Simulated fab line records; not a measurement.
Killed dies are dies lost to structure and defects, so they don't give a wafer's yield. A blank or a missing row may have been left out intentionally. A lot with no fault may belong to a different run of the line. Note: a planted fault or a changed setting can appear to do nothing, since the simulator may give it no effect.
Chamber matching    flow nand-harc    rie-diel-05 running NHARC_A_STAIRCASE_STRIP_476: 4 sister chambers
The step strips in O2, time 20 s. 4 wafers are shown with their chamber, then 12 later ones without.

WAFERS, EACH WITH ITS CHAMBER
wafer   chamber  drypump-motor-current-A (A)
L085.4  1        5.2
L089.5  3        6.6
L091.1  0        6.5
L091.5  2        5.3

WAFERS MISSING THEIR CHAMBER
wafer   drypump-motor-current-A (A)
L092.1  6.7
L092.2  5.3
L092.3  5.2
L092.4  6.6
L092.5  6.7
L092.6  5.3
L093.1  5.3
L093.2  6.5
L093.3  6.6
L093.4  5.2
L093.5  5.3
L093.6  5.2

THE CHAMBER EACH PASSED THROUGH
wafer    from the rows above   in truth
L092.1   3                     3
L092.2   2                     2
L092.3   1                     1
L092.4   3                     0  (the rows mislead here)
L092.5   3                     3
L092.6   2                     2
L093.1   2                     2
L093.2   0                     0
L093.3   3                     3
L093.4   1                     1
L093.5   2                     2
L093.6   1                     1
11 of 12 placed correctly. Left unplaced by these rows: 0. Wrongly placed: 1.
How it was worked out, from the rows above alone: a wafer's distance from a chamber is the root of the sum, over the readings, of the square of ((its reading less the chamber's mean) divided by the reading's scatter). If the next closest chamber is less than 2 further off than the closest, the wafer can't be placed; otherwise it belongs to the closest. A chamber's mean is the mean of its shown wafers. The scatter: root of mean squared gap, hidden wafer to nearest shown wafer, with one shown wafer a chamber.
